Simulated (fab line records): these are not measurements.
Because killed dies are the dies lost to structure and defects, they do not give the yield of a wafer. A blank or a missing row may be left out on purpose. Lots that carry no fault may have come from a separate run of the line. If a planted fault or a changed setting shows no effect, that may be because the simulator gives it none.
The tool behind it: which one?	flow nand_harc	33 wafers from 11 lots sampled at 6 of the route's 1159 steps

## WHAT THE GAUGES SHOWED, per wafer
NHARC_END_SORT_01.
lot	measured	on	defect_limited_yield (%)
L338	day 25 06:07	prober-02	96.8 96.0 96.8

## EACH LOT AND THE TOOL THAT RAN IT (in order: tool; ch and the chambers of the sampled wafers; start)
lot	NHARC_P_M2_ETCH_35	NHARC_P_M2_ETCH_15	NHARC_P_M2_PVD_20	NHARC_P_M2_ECD_22	NHARC_P_M2_CMP_23
L318	rie_diel-03 ch 1,2,3, day 6 14:43	rie_diel-03 ch 0,2, day 6 16:01 or earlier	pvd_sputter-01, day 6 16:01 or earlier	ecd_cu-02 ch 0,1, day 6 16:01	cmp-01 ch 0,1,2, day 6 16:45
L319	rie_diel-03 ch 1,2,3, day 6 15:41	rie_diel-03 ch 0,2, day 6 16:58 or earlier	pvd_sputter-02, day 6 16:58 or earlier	ecd_cu-02 ch 0,1, day 6 16:58	cmp-02 ch 0,1,3, day 6 17:43
L322	rie_diel-07 ch 0,1,2, day 7 04:10	rie_diel-07 ch 0,1,3, day 7 05:31 or earlier	pvd_sputter-01, day 7 05:31 or earlier	ecd_cu-02 ch 0,1, day 7 05:31	cmp-02 ch 1,2,3, day 7 06:14
L324	rie_diel-03 ch 1,2, day 7 15:33	rie_diel-03 ch 1,2,3, day 7 16:56 or earlier	pvd_sputter-01, day 7 16:56 or earlier	ecd_cu-02 ch 0,1, day 7 16:56	cmp-04 ch 1,2,3, day 7 17:35
L323	rie_diel-03 ch 2,3, day 7 18:51	rie_diel-03 ch 0,1, day 7 20:08 or earlier	pvd_sputter-02, day 7 20:08 or earlier	ecd_cu-01 ch 0,1, day 7 20:08	cmp-02 ch 0,3, day 7 20:53
L326	rie_diel-03 ch 0,2,3, day 8 01:16	rie_diel-03 ch 0,1,2, day 8 03:05 or earlier	pvd_sputter-01, day 8 03:05 or earlier	ecd_cu-01 ch 0,1, day 8 03:05	cmp-02 ch 1,2, day 8 03:49
L327	rie_diel-03 ch 0,1,2, day 8 15:59	rie_diel-03 ch 0,1,3, day 8 17:17 or earlier	pvd_sputter-01, day 8 17:17 or earlier	ecd_cu-01 ch 0,1, day 8 17:17	cmp-02 ch 0,2,3, day 8 18:02
L328	rie_diel-03 ch 0,1,2, day 8 17:25	rie_diel-03 ch 0,2,3, day 8 18:50 or earlier	pvd_sputter-02, day 8 18:50 or earlier	ecd_cu-01 ch 0,1, day 8 18:50	cmp-01 ch 0,1,2, day 8 19:35
L330	rie_diel-03 ch 0,1,3, day 9 14:39	rie_diel-03 ch 1,2,3, day 9 15:59 or earlier	pvd_sputter-02, day 9 15:59 or earlier	ecd_cu-02 ch 0,1, day 9 15:59	cmp-04 ch 0,2,3, day 9 16:43
L338	rie_diel-03 ch 0,2, day 11 19:32	rie_diel-03 ch 0,2, day 11 20:56 or earlier	pvd_sputter-03, day 11 20:56 or earlier	ecd_cu-02 ch 0,1, day 11 20:56	cmp-01 ch 0,1,2, day 11 21:35
L339	rie_diel-03 ch 0,2,3, day 11 20:22	rie_diel-03 ch 1,2,3, day 11 21:39 or earlier	pvd_sputter-03, day 11 21:39 or earlier	ecd_cu-02 ch 0,1, day 11 21:39	cmp-02 ch 0,2,3, day 11 22:25
- NHARC_P_M2_ETCH_35: etches the open film in N2/H2, target depth 40 nm, overetch 12 nm, time 43.94 s.
- NHARC_P_M2_ETCH_15: etches the open film in C4F8/Ar, target depth 182.5 nm, time 91.2 s.
- NHARC_P_M2_PVD_20: deposits TaN, target thk 5 nm, time 8.06 s.
- NHARC_P_M2_ECD_22: material Cu, target thk 400 nm.
- NHARC_P_M2_CMP_23: polishes, t overpolish 20 s, target thk 144.3 nm.

## THE ANSWER, worked out from the rows above alone
Rule: the usual values come from the lots themselves. Put in order of their means at a reading, lots are off if they are a third of the lots or fewer, leave a main group of 4 or more, and stand apart from it by a gap of 3 or more times the standard deviation of the main group's means; of several such gaps the widest counts. Not used: any main group whose means are identical at the precision the tables above print for the reading. A lot without any number at a reading at which 4 lots or more have one is off too. Where the step has rows for the other lots, those lots are counted as sound.
Nothing can be told from this: no lot is off at any reading shown.

## WHAT WAS PUT IN BY THE SIMULATOR
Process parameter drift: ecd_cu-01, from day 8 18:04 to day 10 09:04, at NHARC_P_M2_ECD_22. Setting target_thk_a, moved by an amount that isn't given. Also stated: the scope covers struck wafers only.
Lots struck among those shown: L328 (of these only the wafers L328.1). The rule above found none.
